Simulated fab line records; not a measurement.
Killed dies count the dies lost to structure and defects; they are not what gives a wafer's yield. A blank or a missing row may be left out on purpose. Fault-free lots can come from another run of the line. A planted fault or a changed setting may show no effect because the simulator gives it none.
Code-filled problem report in 8D (eight disciplines) form    flow n5 finfet    the parts of the form that need people (team, actions taken, sign-off) are left out

== 1. THE PROBLEM ==
Wafers without a fault read 39, standard deviation 11; killed at front end at N5_PASSIVATION_PROBE_49 reads a mean of 174 on 6 wafers belonging to 2 lots. Relative to the usual mean, that is a shift of +12 standard deviations.
Earliest sighting: wafer L366.1 on prober-02 at day 15 12:12. The record has a number at this step for 6 wafers belonging to 2 lots. Rule for "out", or "out of limits": more than 4 standard deviations from the usual mean. All remaining wafers that have a number are taken as sound.

== 2. WHAT IT IS, AND WHAT IT ISN'T ==
question                     is                                                                                   is not
which readings at this step  killed at front end, defect limited yield, killed dies, sort n pass, sort yield pct  killed_at_M0_to_M3, killed_at_M4_up, killed at contacts, killed at other, killed open, sort_bin_6_memory
which lots                   L366, L368                                                                           -
which wafers of those lots   all that have a number                                                               -
read on which tools          prober-01, prober-02                                                                 -
when                         from day 15 12:12                                                                    up to then (0 sound wafers)

== 3. THE SUSPECTS, EACH WITH WHAT RULES IT OUT ==
Counting: any tool at a process step up to the reading is kept as a suspect provided that every lot that is out went through it and no sound lot did after the first of them.
- rie diel-06 at N5_HKMG_FIN_ETCH_35 (etches SOC in N2/H2, target depth 215.8 nm, time 243.4 s): kept. It ran every lot that is out, first L366 (day 7 11:45), and no sound lot after that.
Left after counting: rie diel-06 at N5_HKMG_FIN_ETCH_35.

== 4. THE CAUSE (what the simulator had put in) ==
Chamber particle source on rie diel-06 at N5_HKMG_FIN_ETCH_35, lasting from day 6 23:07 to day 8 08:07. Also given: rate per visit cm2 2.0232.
After counting, this tool was the only one left.

== 5. SEQUENCE OF EFFECTS, ordered by route ==
Each row: a reading where the mean over the struck wafers with a number is more than 3 standard deviations away from the usual. Readings are gone through only where the record gives a usual standard deviation; hours: the median, over the lots, of the time from a lot's start at the first step in this table giving one to that lot's start at this step; sigmas: the change measured in usual standard deviations.
hours  step                     reading               usual   on struck wafers  change  sigmas
0      N5_PASSIVATION_PROBE_49  defect limited yield  91.3 %  81.2              -10.1   -6.7
0      N5_PASSIVATION_PROBE_49  killed at front end   39      174               +135    +12
0      N5_PASSIVATION_PROBE_49  killed dies           102     222               +120    +6.7
0      N5_PASSIVATION_PROBE_49  sort_bin_5_function   5.1 %   10.8              +5.8    +5.8
0      N5_PASSIVATION_PROBE_49  sort n pass           1077    958               -119    -6.3
0      N5_PASSIVATION_PROBE_49  sort yield pct        91.3 %  81.2              -10.1   -6.3
Here are the process steps it includes:
- N5_PASSIVATION_PROBE_49

== 6. HOW IT WOULD HAVE BEEN CAUGHT EARLIER ==
First out-of-limits reading in this record: day 15 12:12, which is 205 hours after fault onset at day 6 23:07.
Tool readings at N5_HKMG_FIN_ETCH_35 with a usual standard deviation given in the record: none out on any struck wafer, hence no alarm at a limit of 4 standard deviations on them.
By day 15 12:12 the whole set of lots that are out, 2 in number, had already begun N5_HKMG_FIN_ETCH_35 on rie diel-06. A hold on the tool at that time would have spared none of them.
